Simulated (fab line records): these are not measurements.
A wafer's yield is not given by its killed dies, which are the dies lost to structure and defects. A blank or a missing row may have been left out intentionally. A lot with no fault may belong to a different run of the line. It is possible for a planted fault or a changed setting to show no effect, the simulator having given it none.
Chamber matching ; flow nand harc ; NHARC_A_STAIRCASE_ETCHBACK_157 on rie diel-08 has 4 sister chambers
The step etches the open film in CH3F/O2, target depth 90 nm, time 167.14 s. 8 wafers are shown with their chamber, then 11 later ones without.

== EACH WAFER AND ITS CHAMBER ==
wafer;chamber;showerhead plenum p Torr (Torr);oes product au (a.u.)
L079.2;1;2.31;1.01
L080.2;2;2.33;0.96
L082.3;2;2.33;0.98
L082.5;3;2.28;1.00
L084.1;1;2.30;1.01
L084.2;3;2.28;1.02
L084.6;0;2.34;1.00
L083.2;0;2.34;0.99

== WAFERS WITH NO CHAMBER GIVEN ==
wafer;showerhead plenum p Torr (Torr);oes product au (a.u.)
L083.3;2.28;1.02
L083.5;2.28;1.03
L087.1;2.28;0.98
L087.4;2.33;0.96
L087.6;2.28;0.99
L094.2;2.33;0.92
L094.3;2.28;0.93
L094.5;2.32;0.91
L097.1;2.29;0.93
L097.5;2.29;0.94
L097.6;2.27;0.94

== EACH ONE'S CHAMBER ==
wafer;from the rows above;in truth
L083.3;3;3
L083.5;3;3
L087.1;3;3
L087.4;2;2
L087.6;3;3
L094.2;2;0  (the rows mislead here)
L094.3;3;3
L094.5;2;2
L097.1;can't be placed: 3 or 1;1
L097.5;can't be placed: 3 or 1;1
L097.6;3;3
Correctly placed: 8 of 11. Can't be placed from these rows: 2 (the true chamber is among the candidates in 2). Wrongly placed: 1.
How it was worked out, from the rows above alone: a wafer's distance from a chamber is the root of the sum, over the readings, of the square of ((its reading less the chamber's mean) divided by the reading's scatter). If the next closest chamber is less than 2 further off than the closest, the wafer can't be placed; otherwise it belongs to the closest. For every chamber, the mean is computed from those of its wafers that are shown. The scatter is the square root of a quotient: the sum, over the shown wafers, of each reading's squared deviation from its chamber's mean, divided by wafers minus chambers.
